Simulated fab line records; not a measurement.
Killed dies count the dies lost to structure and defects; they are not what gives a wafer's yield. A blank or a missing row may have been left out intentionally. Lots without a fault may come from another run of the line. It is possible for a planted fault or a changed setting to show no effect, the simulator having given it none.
2 desks looking at one fault	flow n5_finfet	each desk has only its own numbers; what lay behind them comes last

AT THE TOOL OWNER'S DESK: rie_metal-01
The tool's own readings at N5_BEOL_M6_HM_OPEN_17 (chemistry Cl2/BCl3, target TiN, target depth 20 nm, overetch 6 nm): means of the sampled wafers that have a number, for each lot that ran on this tool. Marked OUT: a lot whose mean sits more than 4 standard deviations from the usual mean, which makes it out of limits; the brackets give that distance.
Columns: A = drypump_motor_current_A at N5_BEOL_M6_HM_OPEN_17, usual 6.2 A; B = oes_product_au at N5_BEOL_M6_HM_OPEN_17, usual 0.72 a.u.; C = throttle_valve_pct at N5_BEOL_M6_HM_OPEN_17, usual 22.01 %
lot	first seen here	A	B	C
L313	day 13 17:05	6.5	0.78	22.26
L320	day 14 02:17	6.2	0.73	22.18
L315	day 14 15:06	6.5	0.76	22.27
L326	day 16 18:06	6.1	0.72	22.03
This desk's verdict: no lot among the 4 shows anything out of limits.

METROLOGY DESK
What the gauges read for every lot (on any tool): the sampled wafers with a number, averaged. Marked OUT: a lot whose mean sits more than 4 standard deviations from the usual mean, which makes it out of limits; the brackets give that distance. 7 of its 12 readings are shown: the first one out of limits and those lying furthest out on some lot.
Columns: A = DIBL_N at N5_BEOL_M4_RC_MEAS_101, usual 36.1 mV/V; B = IOFF_N at N5_BEOL_M4_RC_MEAS_101, usual 0.16 nA/um; C = SS_N at N5_BEOL_M4_RC_MEAS_101, usual 71.6 mV/dec; D = SS_P at N5_BEOL_M4_RC_MEAS_101, usual 73.2 mV/dec; E = VT_N at N5_BEOL_M4_RC_MEAS_101, usual 249 mV; F = M6_OVL at N5_BEOL_M6_OVL_MEAS_12, usual -0.1 nm; G = trench_depth_nm at N5_BEOL_M6_OCD_MEAS_38, usual 94.1 nm
lot	first seen here	A	B	C	D	E	F	G
L313	day 13 01:20	37.4	0.19	72.4	74.0	248	-0.9	93.7
L320	day 13 09:17	34.8	0.12	70.8	72.4	254	0.5	68.2 (-12) OUT
L318	day 13 15:51	34.1	0.15	71.4	72.8	249	0.2	92.8
L315	day 13 23:03	39.0	0.22	72.6	74.5	247	-0.4	90.4
L322	day 15 11:49	38.5	0.19	71.5	73.6	245	-0.6	94.5
L326	day 15 19:40	36.4	0.18	71.5	72.8	246	-0.4	96.3
L328	day 15 22:50	37.8	0.18	71.6	74.3	248	0.2	93.5
L330	day 16 04:26	37.1	0.16	71.2	73.1	248	-1.0	94.0
L327	day 17 04:29	35.7	0.16	71.9	73.5	250	0.1	95.3
This desk's finding: out of limits on L320; first on L320, day 14 04:29 (trench_depth_nm at N5_BEOL_M6_OCD_MEAS_38). L313, L318, L315, L322, L326, L328, L330, L327 stayed within limits.

PUT TOGETHER
On L320, the metrology desk was in a position to raise an alarm at day 14 04:29.
The tool owner's desk saw nothing out of limits.
Tool owner's desk: L320 on record, inside its limits.
Every lot named ran N5_BEOL_M6_HM_OPEN_17 on rie_metal-01.

WHAT WAS PUT IN BY THE SIMULATOR
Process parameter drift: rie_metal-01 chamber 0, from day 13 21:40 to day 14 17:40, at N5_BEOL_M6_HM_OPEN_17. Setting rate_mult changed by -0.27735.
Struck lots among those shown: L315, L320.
Per desk, hours elapsed from the start of the fault to the first reading out of limits: for the metrology desk, 7.
